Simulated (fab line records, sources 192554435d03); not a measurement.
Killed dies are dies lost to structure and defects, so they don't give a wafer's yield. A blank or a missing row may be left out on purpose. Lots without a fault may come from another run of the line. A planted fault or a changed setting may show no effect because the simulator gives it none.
fab line records | flow n5_finfet
record lots=7 wafers=21
route steps=1938 shown ZERO_LAYER@6 PMOS_HMC_CHANNEL_EPI@59 DUMMY_GATE@224 SD_EPI_N@279
start_h: hours from the record's first day to the start of the lot's first wafer shown | wait_h: hours since the lot's step before | " the same as in the row above | L1.1+2: a row that stands for several wafers | - no value, or no start given | * or withheld: withheld | < > ~ a bound
route shown NAME@n: a module of which the file shows steps, and the number in the route of the first | usual: mean/standard deviation of fault-free wafers | same: alike in all rows | chamber/n: place in a boat | sites: the reading at each site | _std_site: their standard deviation | _edge_site: outer sites' mean less inner sites' | radius_mm: how far each site lies from the wafer's centre | mask NAME#n: copy n | behind: the tool/chamber that last shaped the wafer | hold: why the lot was held/for how many hours/how that ended | device: the transistor (n, p or np) that didn't switch | end of line: the same wafers' tests at the end of the route | a step without rows: its recipe alone | killed: dies lost to structure and defects at the first sort, not the wafer's yield | map: a wafer's dies, x killed, . not, _ none there
set.NAME: the setting as run; set.NAME@STEP: as run at that earlier step | model.NAME: the simulator's own value behind a step, which no gauge read
lots whose settings were changed on purpose; a table a step, a row a wafer
## steps
# step N5_ZERO_LAYER_COAT_05
# recipe spin_rpm=1500 resist_thk_nm=1000
# columns lot.wafer tool chamber start_h wait_h set.spin_rpm model.coat_of_ZERO_LAYER_COAT_05.thk_nm
L074.1 litho_track-04 0 - - 1500 999.5
L074.2 " 0 " " 1500 1000
L074.5 " 0 " " 1500 999.4
L078.1 litho_track-04 0 - - 1500 996.6
L078.3 " 0 " " 1500 997.4
L078.4 " 0 " " 1500 995.4
L079.1 litho_track-04 0 - - 1565 978.5
L079.2 " 0 " " 1565 979.3
L079.6 " 0 " " 1500 1001
L080.4 litho_track-02 0 - - 1500 999.5
L080.5 " 0 " " 1450 1016
L080.6 " 0 " " 1500 1004
L084.2 litho_track-04 0 - - 1500 993.4
L084.3 " 0 " " 1500 997
L084.4 " 0 " " 1500 994.8
L089.2 litho_track-03 0 - - 1643 954.3
L089.3 " 0 " " 1500 998.2
L089.4 " 0 " " 1500 997
L091.1 litho_track-02 0 - - 1500 991.3
L091.2 " 0 " " 1592 965.7
L091.6 " 0 " " 1592 966.9
# step N5_ZERO_LAYER_DEVELOP_10
# recipe develop_time_s=60 rinse_liquid=diw dry=air_spin dev_temp_c=21
# columns lot.wafer tool chamber start_h wait_h set.develop_time_s
L074.1+5 litho_track-02 0 - - 60
L074.2 " 0 " " 71.09
L078.1+3+4 litho_track-02 0 - - 60
L079.1+2+6 litho_track-04 0 - - 60
L080.4 litho_track-02 0 - - 56.54
L080.5+6 " 0 " " 60
L084.2+3+4 litho_track-03 0 - - 60
L089.2+3+4 litho_track-04 0 - - 60
L091.1+6 litho_track-03 0 - - 63.89
L091.2 " 0 " " 60
# step N5_ZERO_LAYER_HARDBAKE_23
# recipe temp_c=130 time_s=120
# step N5_ZERO_LAYER_DESCUM_16
# recipe chemistry=O2 time_s=7.9 source_power_w=50 bias_power_w=20 pressure_mtorr=20 rf_frequency_hz=2.712e+07 temp_c=40 o2_flow_sccm=225
# step N5_ZERO_LAYER_ETCH_17
# recipe chemistry=CF4 target=SiO2 target_depth_a=120 time_s=13.3 ion_energy_ev=350 pressure_mtorr=40 source_w=450 bias_w=215 Ar_flow_sccm=100 cf4_flow_sccm=100
# step N5_ZERO_LAYER_ETCH_18
# recipe chemistry=HBr/Cl2 target=Si target_depth_a=1200 time_s=40 pressure_mtorr=10 icp_w=800 bias_w=75 HBr_flow_sccm=150 Cl2_flow_sccm=80
# columns lot.wafer tool chamber start_h wait_h set.spin_rpm@ZERO_LAYER_COAT_05 model.coat_of_ZERO_LAYER_COAT_05.thk_nm
L074.1 rie_si-05 0 12.79 0.0 1500 928.9
L074.2 " 2 " " 1500 931.9
L074.5 " 1 " " 1500 929.6
L078.1 rie_si-03 1 36.90 0.0 1500 927.3
L078.3 " 0 " " 1500 928.2
L078.4 " 3 " " 1500 926.2
L079.1 rie_si-05 1 42.93 0.0 1565 909
L079.2 " 2 " " 1565 911.1
L079.6 " 0 " " 1500 930.6
L080.4 rie_si-03 2 48.94 0.0 1500 929.1
L080.5 " 2 " " 1450 945.8
L080.6 " 1 " " 1500 934
L084.2 rie_si-04 3 72.91 0.0 1500 924.7
L084.3 " 0 " " 1500 928.1
L084.4 " 1 " " 1500 925.1
L089.2 rie_si-04 3 103.27 0.0 1643 885.8
L089.3 " 1 " " 1500 928.4
L089.4 " 0 " " 1500 927
L091.1 rie_si-05 0 115.48 0.1 1500 921
L091.2 " 1 " " 1592 895.9
L091.6 " 2 " " 1592 898.4
# step N5_ZERO_LAYER_STRIP_24
# recipe chemistry=O2 power_w=1000 temp_c=250 overash_fraction=0.3 pressure_mtorr=1000 o2_flow_sccm=6750
# usual strip_time_to_endpoint_s=43.83/0.1
# columns lot.wafer tool chamber start_h wait_h set.spin_rpm@ZERO_LAYER_COAT_05 strip_time_to_endpoint_s
L074.1 plasma_asher-02 0 12.89 0.1 1500 43.80
L074.2 " 1 " " 1500 43.89
L074.5 " 0 " " 1500 43.81
L078.1 plasma_asher-01 0 37.01 0.1 1500 43.77
L078.3 " 0 " " 1500 43.78
L078.4 " 1 " " 1500 43.72
L079.1 plasma_asher-01 0 43.04 0.1 1565 43.21
L079.2 " 1 " " 1565 43.26
L079.6 " 1 " " 1500 43.86
L080.4 plasma_asher-02 1 49.07 0.1 1500 43.81
L080.5 " 0 " " 1450 44.31
L080.6 " 1 " " 1500 43.97
L084.2 plasma_asher-01 0 73.02 0.1 1500 43.67
L084.3 " 1 " " 1500 43.79
L084.4 " 0 " " 1500 43.68
L089.2 plasma_asher-01 1 103.37 0.1 1643 42.51
L089.3 " 0 " " 1500 43.81
L089.4 " 1 " " 1500 43.74
L091.1 plasma_asher-01 1 115.59 0.1 1500 43.57
L091.2 " 0 " " 1592 42.81
L091.6 " 0 " " 1592 42.88
# step N5_PMOS_HMC_CHANNEL_EPI_COAT_03
# recipe resist=CAR-ArF-block spin_rpm=1500 resist_thk_nm=205
# columns lot.wafer tool chamber start_h wait_h set.spin_rpm model.CAR-ArF-block_of_PMOS_HMC_CHANNEL_EPI_COAT_03.thk_nm
L074.1 litho_track-02 0 - - 1553 201
L074.2 " 0 " " 1553 201.1
L074.5 " 0 " " 1553 200.5
L078.1 litho_track-02 0 - - 1500 203.1
L078.3 " 0 " " 1582 198.1
L078.4 " 0 " " 1582 198.3
L079.1 litho_track-01 0 - - 1629 196.8
L079.2 " 0 " " 1629 197.1
L079.6 " 0 " " 1500 205.3
L080.4 litho_track-04 0 - - 1500 205.4
L080.5 " 0 " " 1500 205.6
L080.6 " 0 " " 1624 197.7
L084.2 litho_track-01 0 - - 1500 206.1
L084.3 " 0 " " 1500 205.8
L084.4 " 0 " " 1500 205.9
L089.2 litho_track-02 0 - - 1500 205.3
L089.3 " 0 " " 1500 204.9
L089.4 " 0 " " 1500 204.6
L091.1 litho_track-01 0 - - 1500 206.4
L091.2+6 " 0 " " 1500 206.3
# step N5_PMOS_HMC_CHANNEL_EPI_DEVELOP_08
# recipe develop_time_s=30 developer=TMAH resist=CAR-ArF-block dev_temp_c=23 rinse_liquid=diw dry=air_spin
# columns lot.wafer tool chamber start_h wait_h set.develop_time_s
L074.1 litho_track-02 0 - - 24.34
L074.2+5 " 0 " " 30
L078.1+4 litho_track-02 0 - - 30
L078.3 " 0 " " 32.41
L079.1+2+6 litho_track-04 0 - - 30
L080.4+5+6 litho_track-04 0 - - 30
L084.2+3+4 litho_track-04 0 - - 30
L089.2+3+4 litho_track-04 0 - - 30
L091.1 litho_track-01 0 - - 30
L091.2+6 " 0 " " 35.99
# step N5_PMOS_HMC_CHANNEL_EPI_DESCUM_14
# recipe chemistry=O2 time_s=7.9 source_power_w=50 bias_power_w=20 pressure_mtorr=20 rf_frequency_hz=2.712e+07 temp_c=40 resist=CAR-ArF-block o2_flow_sccm=225
# step N5_PMOS_HMC_CHANNEL_EPI_ETCH_32
# recipe chemistry=N2/H2 target=BARC stop_on=SiO2 target_depth_a=858 over_etch_frac=0.3 time_s=50.3 ion_energy_ev=200 mask_material=CAR-ArF-block pressure_mtorr=30 source_w=840 bias_w=150 n2_flow_sccm=200 h2_flow_sccm=200
# columns lot.wafer tool chamber start_h wait_h set.spin_rpm@PMOS_HMC_CHANNEL_EPI_COAT_03 model.CAR-ArF-block_of_PMOS_HMC_CHANNEL_EPI_COAT_03.thk_nm
L074.1 rie_diel-04 0 17.23 0.0 1553 127.4
L074.2 " 1 " " 1553 129.1
L074.5 " 1 " " 1553 128.9
L078.1 rie_diel-04 0 41.50 0.0 1500 129.5
L078.3 " 1 " " 1582 126.4
L078.4 " 0 " " 1582 124.5
L079.1 rie_diel-04 3 47.64 0.0 1629 127.3
L079.2 " 0 " " 1629 123.3
L079.6 " 1 " " 1500 134.4
L080.4 rie_diel-06 2 53.67 0.0 1500 133.5
L080.5 " 0 " " 1500 133.1
L080.6 " 1 " " 1624 124.6
L084.2 rie_diel-04 3 77.79 0.0 1500 136
L084.3 " 2 " " 1500 130.5
L084.4 " 1 " " 1500 133.5
L089.2 rie_diel-04 1 109.95 0.0 1500 133.4
L089.3 " 3 " " 1500 135.1
L089.4 " 3 " " 1500 134.5
L091.1 rie_diel-06 3 119.94 0.0 1500 133.8
L091.2 " 2 " " 1500 133.3
L091.6 " 2 " " 1500 133.7
# step N5_PMOS_HMC_CHANNEL_EPI_HM_OPEN_15
# recipe chemistry=CHF3/O2 target=SiO2 mask_material=CAR-ArF-block target_depth_a=406 CHF3_flow_sccm=50 O2_flow_sccm=5 Ar_flow_sccm=200 time_s=20.3 pressure_mtorr=30 source_w=650 bias_w=170 ion_energy_ev=200
# columns lot.wafer tool chamber start_h wait_h set.spin_rpm@PMOS_HMC_CHANNEL_EPI_COAT_03 model.CAR-ArF-block_of_PMOS_HMC_CHANNEL_EPI_COAT_03.thk_nm
L074.1 rie_diel-04 0 17.28 0.0 1553 87.1
L074.2 " 1 " " 1553 88.49
L074.5 " 1 " " 1553 88.24
L078.1 rie_diel-04 0 41.54 0.0 1500 89.54
L078.3 " 1 " " 1582 86.12
L078.4 " 0 " " 1582 84.71
L079.1 rie_diel-04 3 47.68 0.0 1629 86.15
L079.2 " 0 " " 1629 82.88
L079.6 " 1 " " 1500 93.36
L080.4 rie_diel-06 2 53.71 0.0 1500 93.95
L080.5 " 0 " " 1500 92.87
L080.6 " 1 " " 1624 83.36
L084.2 rie_diel-04 3 77.83 0.0 1500 95.16
L084.3 " 2 " " 1500 88.62
L084.4 " 1 " " 1500 92.66
L089.2 rie_diel-04 1 109.99 0.0 1500 93.01
L089.3 " 3 " " 1500 95.15
L089.4 " 3 " " 1500 94.1
L091.1 rie_diel-06 3 119.98 0.0 1500 93.21
L091.2 " 2 " " 1500 93.18
L091.6 " 2 " " 1500 93.91
# step N5_DUMMY_GATE_COAT_28
# recipe resist=underlayer temp_c=205 time_s=60 spin_rpm=1500 resist_thk_nm=10
# columns lot.wafer tool chamber start_h wait_h set.spin_rpm model.underlayer_of_DUMMY_GATE_COAT_28.thk_nm
L074.1+2 litho_track-02 0 - - 1644 9.6
L074.5 " 0 " " 1500 10
L078.1+4 litho_track-02 0 - - 1404 10.4
L078.3 " 0 " " 1500 10
L079.1+2+6 litho_track-02 0 - - 1500 10
L080.4 litho_track-03 0 - - 1431 10.2
L080.5+6 " 0 " " 1500 10
L084.2+3+4 litho_track-03 0 - - 1500 10
L089.2+3 litho_track-02 0 - - 1375 10.4
L089.4 " 0 " " 1500 10
L091.1+2+6 litho_track-02 0 - - 1500 10
# step N5_DUMMY_GATE_EXPOSE_12
# recipe mask_id=GATE na=0.33 source_shape=annular sigma_inner=0.2 sigma_outer=0.6 polarization=unpolarized target_cd_nm=25 dose_mj=34
# columns lot.wafer tool chamber start_h wait_h mask set.dose_mj
L074.1+2+5 euv_scanner-02 0 44.83 - GATE#0 34
L078.1+3 euv_scanner-02 0 71.28 - GATE#0 34
L078.4 " 0 " " GATE#0 36.35
L079.1 euv_scanner-02 0 75.50 - GATE#0 34
L079.2+6 " 0 " " GATE#0 32.95
L080.4+6 euv_scanner-01 0 81.26 - GATE#0 35.72
L080.5 " 0 " " GATE#0 34
L084.2+3+4 euv_scanner-02 0 107.17 - GATE#0 34
L089.2+4 euv_scanner-02 0 137.80 - GATE#0 34.92
L089.3 " 0 " " GATE#0 34
L091.1+2 euv_scanner-02 0 147.63 - GATE#0 34
L091.6 " 0 " " GATE#0 35.7
# step N5_DUMMY_GATE_PEB_13
# recipe peb_temp_c=100 peb_time_s=60 resist=CAR-EUV
# step N5_DUMMY_GATE_DEVELOP_14
# recipe develop_time_s=30 developer=TMAH resist=CAR-EUV rinse_liquid=surfactant_rinse dry=air_spin dev_temp_c=23
# step N5_DUMMY_GATE_CD_MEAS_15
# recipe target_cd_nm=25.8 landing_energy_ev=500 detector=se_inlens
# usual cd_nm=24.95/0.24
# columns lot.wafer tool chamber start_h wait_h set.dose_mj@DUMMY_GATE_EXPOSE_12 cd_nm
L074.1 cd_sem-03 0 44.95 - 34 25.06
L074.2 " 0 " " 34 24.88
L074.5 " 0 " " 34 24.88
L078.1 cd_sem-01 0 71.41 - 34 24.86
L078.3 " 0 " " 34 25.51
L078.4 " 0 " " 36.35 23.73
L079.1 cd_sem-01 0 75.63 - 34 25.07
L079.2 " 0 " " 32.95 25.39
L079.6 " 0 " " 32.95 25.66
L080.4 cd_sem-02 0 81.38 - 35.72 24.48
L080.5 " 0 " " 34 25.26
L080.6 " 0 " " 35.72 24.21
L084.2 cd_sem-03 0 107.29 - 34 24.60
L084.3 " 0 " " 34 24.74
L084.4 " 0 " " 34 25.20
L089.2 cd_sem-02 0 137.93 - 34.92 24.40
L089.3 " 0 " " 34 24.86
L089.4 " 0 " " 34.92 24.75
L091.1 cd_sem-02 0 147.76 - 34 24.92
L091.2 " 0 " " 34 25.02
L091.6 " 0 " " 35.7 24.35
# step N5_DUMMY_GATE_STRIP_38
# recipe chemistry=N2/H2 temp_c=40 n2_flow_sccm=200 h2_flow_sccm=200 rf_frequency_hz=6e+07
# step N5_DUMMY_GATE_STRIP_39
# recipe chemistry=N2/H2 temp_c=40 n2_flow_sccm=200 h2_flow_sccm=200 rf_frequency_hz=6e+07
# step N5_DUMMY_GATE_TRIM_49
# recipe chemistry=O2 resist=SOC time_s=29 target_cd_nm=14 source_power_w=300 bias_power_w=0 O2_flow_sccm=100 temp_c=20
# columns lot.wafer tool chamber start_h wait_h set.dose_mj@DUMMY_GATE_EXPOSE_12 model.DUMMY_GATE.cd_nm
L074.1+2+5 rie_si-02 1,2,2 45.31 0.0 34 14
L078.1 rie_si-02 0 71.77 0.0 34 14.2
L078.3 " 3 " " 34 14
L078.4 " 2 " " 36.35 12.4
L079.1 rie_si-02 2 77.05 0.0 34 14
L079.2 " 1 " " 32.95 15.2
L079.6 " 0 " " 32.95 15
L080.4 rie_si-06 0 81.73 0.0 35.72 13.2
L080.5 " 0 " " 34 14
L080.6 " 1 " " 35.72 12.8
L084.2 rie_si-06 0 107.65 0.0 34 13.6
L084.3 " 3 " " 34 13.4
L084.4 " 1 " " 34 13.8
L089.2 rie_si-06 0 138.28 0.0 34.92 13.4
L089.3 " 1 " " 34 14
L089.4 " 3 " " 34.92 13.6
L091.1 rie_si-06 1 148.36 0.0 34 14
L091.2 " 2 " " 34 13.8
L091.6 " 1 " " 35.7 12.8
# step N5_DUMMY_GATE_STRIP_40
# recipe chemistry=CF4 resist=SiARC power_w=300 bias_power_w=75 pressure_mtorr=50 cf4_flow_sccm=150 rf_frequency_hz=6e+07
# step N5_DUMMY_GATE_CD_MEAS_50
# recipe target_cd_nm=14
# usual cd_nm=13.9/0.37
# columns lot.wafer tool chamber start_h wait_h set.dose_mj@DUMMY_GATE_EXPOSE_12 cd_nm
L074.1 cd_sem-03 - 45.54 0.0 34 13.9
L074.2 " - " " 34 14.0
L074.5 " - " " 34 13.9
L078.1 cd_sem-02 - 72.08 0.0 34 14.1
L078.3 " - " " 34 14.1
L078.4 " - " " 36.35 12.2
L079.1 cd_sem-03 - 77.28 0.0 34 14.1
L079.2 " - " " 32.95 14.9
L079.6 " - " " 32.95 15.0
L080.4 cd_sem-03 - 81.89 0.0 35.72 13.3
L080.5 " - " " 34 14.4
L080.6 " - " " 35.72 12.8
L084.2 cd_sem-02 - 107.80 0.0 34 13.8
L084.3 " - " " 34 13.5
L084.4 " - " " 34 14.1
L089.2 cd_sem-02 - 138.56 0.0 34.92 13.7
L089.3 " - " " 34 13.8
L089.4 " - " " 34.92 13.1
L091.1 cd_sem-03 - 148.57 0.0 34 14.0
L091.2 " - " " 34 13.6
L091.6 " - " " 35.7 12.9
# step N5_DUMMY_GATE_ETCH_31
# recipe chemistry=C4F6/O2 target=SiO2 mask_material=SOC target_depth_a=825 time_s=27.5 ion_energy_ev=250 pressure_mtorr=30 source_w=345 bias_w=185 Ar_flow_sccm=300 C4F6_flow_sccm=10 O2_flow_sccm=10
# step N5_DUMMY_GATE_STRIP_41
# recipe chemistry=O2 power_w=400 temp_c=40 pressure_mtorr=30 rf_frequency_hz=6e+07 bias_power_w=0 overash_fraction=0.3 o2_flow_sccm=225
# step N5_DUMMY_GATE_ETCH_32
# recipe chemistry=CF4 target=SiO2 target_depth_a=35 time_s=3.9 ion_energy_ev=350 pressure_mtorr=10 icp_w=800 bias_w=400 cf4_flow_sccm=80
# step N5_DUMMY_GATE_ETCH_23
# recipe chemistry=HBr/Cl2/O2 HBr_flow_sccm=150 Cl2_flow_sccm=80 O2_flow_sccm=12 bias_w=102 target_depth_a=410 time_s=22.3 target=poly-Si mask_material=SiO2 pressure_mtorr=10 icp_w=800
# step N5_DUMMY_GATE_ETCH_44
# recipe chemistry=HBr/O2 over_etch_frac=0.7 target_depth_a=1275 stop_on=SiO2 ion_energy_ev=60 bias_w=20 target=poly-Si mask_material=SiO2 pressure_mtorr=20 icp_w=400 HBr_flow_sccm=120 O2_flow_sccm=10
# columns lot.wafer tool chamber start_h wait_h set.dose_mj@DUMMY_GATE_EXPOSE_12 model.DUMMY_GATE.cd_nm
L074.1 rie_si-02 1 46.15 0.0 34 15
L074.2+5 " 3,2 " " 34 14.8
L078.1 rie_si-02 3 72.48 0.0 34 15.4
L078.3 " 0 " " 34 15.2
L078.4 " 2 " " 36.35 13.4
L079.1 rie_si-06 3 77.69 0.0 34 15.2
L079.2+6 " 1,2 " " 32.95 16.2
L080.4 rie_si-02 2 82.26 0.0 35.72 14.2
L080.5 " 1 " " 34 15
L080.6 " 2 " " 35.72 13.8
L084.2+3+4 rie_si-02 2,3,0 108.18 0.0 34 14.6
L089.2 rie_si-01 0 139.00 0.0 34.92 14.2
L089.3 " 1 " " 34 15
L089.4 " 3 " " 34.92 14.4
L091.1 rie_si-02 3 148.98 0.0 34 15
L091.2 " 2 " " 34 14.2
L091.6 " 1 " " 35.7 13.8
# step N5_DUMMY_GATE_CD_MEAS_24
# recipe target_cd_nm=15
# usual cd_nm=14.9/0.42
# columns lot.wafer tool chamber start_h wait_h set.dose_mj@DUMMY_GATE_EXPOSE_12 cd_nm
L074.1 cd_sem-01 - 46.27 0.1 34 15.2
L074.2 " - " " 34 14.7
L074.5 " - " " 34 14.9
L078.1 cd_sem-03 - 72.59 0.1 34 15.5
L078.3 " - " " 34 15.2
L078.4 " - " " 36.35 13.4
L079.1 cd_sem-03 - 77.80 0.1 34 15.2
L079.2 " - " " 32.95 16.4
L079.6 " - " " 32.95 16.2
L080.4 cd_sem-02 - 82.38 0.1 35.72 14.3
L080.5 " - " " 34 15.3
L080.6 " - " " 35.72 13.5
L084.2 cd_sem-03 - 108.29 0.1 34 14.2
L084.3 " - " " 34 14.5
L084.4 " - " " 34 14.8
L089.2 cd_sem-01 - 139.11 0.1 34.92 14.4
L089.3 " - " " 34 14.9
L089.4 " - " " 34.92 13.9
L091.1 cd_sem-01 - 149.09 0.1 34 14.9
L091.2 " - " " 34 14.7
L091.6 " - " " 35.7 13.9
# step N5_DUMMY_GATE_ETCH_42
# recipe chemistry=CHF3/O2 target=SiO2 target_depth_a=35 time_s=31 ion_energy_ev=30 bias_w=12 pressure_mtorr=30 source_w=600 Ar_flow_sccm=200 CHF3_flow_sccm=50 O2_flow_sccm=5
# columns lot.wafer tool chamber start_h wait_h set.dose_mj@DUMMY_GATE_EXPOSE_12 model.DUMMY_GATE.cd_nm
L074.1 rie_diel-06 3 46.32 0.0 34 15.2
L074.2+5 " 0,3 " " 34 14.8
L078.1 rie_diel-06 3 72.65 0.1 34 15.6
L078.3 " 0 " " 34 15.2
L078.4 " 1 " " 36.35 13.2
L079.1 rie_diel-06 2 77.85 0.0 34 15
L079.2+6 " 0,2 " " 32.95 16.2
L080.4 rie_diel-06 3 82.45 0.1 35.72 14.2
L080.5 " 0 " " 34 15
L080.6 " 1 " " 35.72 13.6
L084.2+4 rie_diel-02 2,3 108.34 0.0 34 14.6
L084.3 " 0 " " 34 14.4
L089.2 rie_diel-06 0 139.29 0.2 34.92 14.2
L089.3 " 1 " " 34 15
L089.4 " 2 " " 34.92 14.4
L091.1 rie_diel-06 1 149.19 0.1 34 15
L091.2 " 2 " " 34 14.4
L091.6 " 3 " " 35.7 14
# step N5_SD_EPI_N_ETCH_16
# recipe chemistry=CHF3/O2 target=SiO2 target_depth_a=50 mask_material=SOC pressure_mtorr=30 source_w=650 bias_w=170 Ar_flow_sccm=200 CHF3_flow_sccm=50 O2_flow_sccm=5 ion_energy_ev=200
# columns lot.wafer tool chamber start_h wait_h set.target_depth_a model.etch.depth_nm
L074.1 rie_diel-05 1 48.50 0.1 50 4.947
L074.2 " 3 " " 46.96 4.596
L074.5 " 3 " " 50 4.927
L078.1 rie_diel-01 2 74.61 0.1 50 4.991
L078.3 " 3 " " 50 4.949
L078.4 " 3 " " 50 4.945
L079.1 rie_diel-01 2 79.85 0.1 47.84 4.785
L079.2 " 1 " " 47.84 4.787
L079.6 " 3 " " 50 4.967
L080.4 rie_diel-03 3 84.25 0.1 51.55 5.24
L080.5 " 0 " " 50 4.875
L080.6 " 1 " " 51.55 5.257
L084.2 rie_diel-05 0 110.50 0.1 50 5.044
L084.3 " 3 " " 50 4.875
L084.4 " 2 " " 50 4.872
L089.2 rie_diel-05 1 141.25 0.1 50 4.829
L089.3 " 0 " " 50 5.026
L089.4 " 3 " " 50 4.881
L091.1 rie_diel-05 1 151.40 0.1 50 4.85
L091.2 " 0 " " 50 5.107
L091.6 " 3 " " 44.09 4.376
## key
split step=N5_ZERO_LAYER_COAT_05 setting=spin_rpm stated=1500 by=wafer
response step=N5_ZERO_LAYER_COAT_05 reading=model.coat_of_ZERO_LAYER_COAT_05.thk_nm change=-4.48 per=1% r=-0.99
response step=N5_ZERO_LAYER_ETCH_18 reading=model.coat_of_ZERO_LAYER_COAT_05.thk_nm change=-4.31 per=1% r=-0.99
response step=N5_ZERO_LAYER_STRIP_24 reading=strip_time_to_endpoint_s change=* per=1% r=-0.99
split step=N5_ZERO_LAYER_DEVELOP_10 setting=develop_time_s stated=60 by=wafer
response none clear
split step=N5_PMOS_HMC_CHANNEL_EPI_COAT_03 setting=spin_rpm stated=1500 by=wafer
response step=N5_PMOS_HMC_CHANNEL_EPI_COAT_03 reading=model.CAR-ArF-block_of_PMOS_HMC_CHANNEL_EPI_COAT_03.thk_nm change=-0.948 per=1% r=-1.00
response step=N5_PMOS_HMC_CHANNEL_EPI_ETCH_32 reading=model.CAR-ArF-block_of_PMOS_HMC_CHANNEL_EPI_COAT_03.thk_nm change=-1.01 per=1% r=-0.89
response step=N5_PMOS_HMC_CHANNEL_EPI_HM_OPEN_15 reading=model.CAR-ArF-block_of_PMOS_HMC_CHANNEL_EPI_COAT_03.thk_nm change=-1.06 per=1% r=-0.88
split step=N5_PMOS_HMC_CHANNEL_EPI_DEVELOP_08 setting=develop_time_s stated=30 by=wafer
response none clear
split step=N5_DUMMY_GATE_COAT_28 setting=spin_rpm stated=1500 by=wafer
response step=N5_DUMMY_GATE_COAT_28 reading=model.underlayer_of_DUMMY_GATE_COAT_28.thk_nm change=-0.0476 per=1% r=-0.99
split step=N5_DUMMY_GATE_EXPOSE_12 setting=dose_mj stated=34 by=wafer
response step=N5_DUMMY_GATE_CD_MEAS_15 reading=cd_nm change=-0.173 per=1% r=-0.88
response step=N5_DUMMY_GATE_TRIM_49 reading=model.DUMMY_GATE.cd_nm change=-0.235 per=1% r=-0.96
response step=N5_DUMMY_GATE_CD_MEAS_50 reading=cd_nm change=-0.25 per=1% r=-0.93
response step=N5_DUMMY_GATE_ETCH_44 reading=model.DUMMY_GATE.cd_nm change=-0.236 per=1% r=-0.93
response step=N5_DUMMY_GATE_CD_MEAS_24 reading=cd_nm change=-0.26 per=1% r=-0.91
response step=N5_DUMMY_GATE_ETCH_42 reading=model.DUMMY_GATE.cd_nm change=-0.259 per=1% r=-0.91
split step=N5_SD_EPI_N_ETCH_16 setting=target_depth_a stated=50 by=wafer
response step=N5_SD_EPI_N_ETCH_16 reading=model.etch.depth_nm change=+0.0544 per=1% r=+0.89
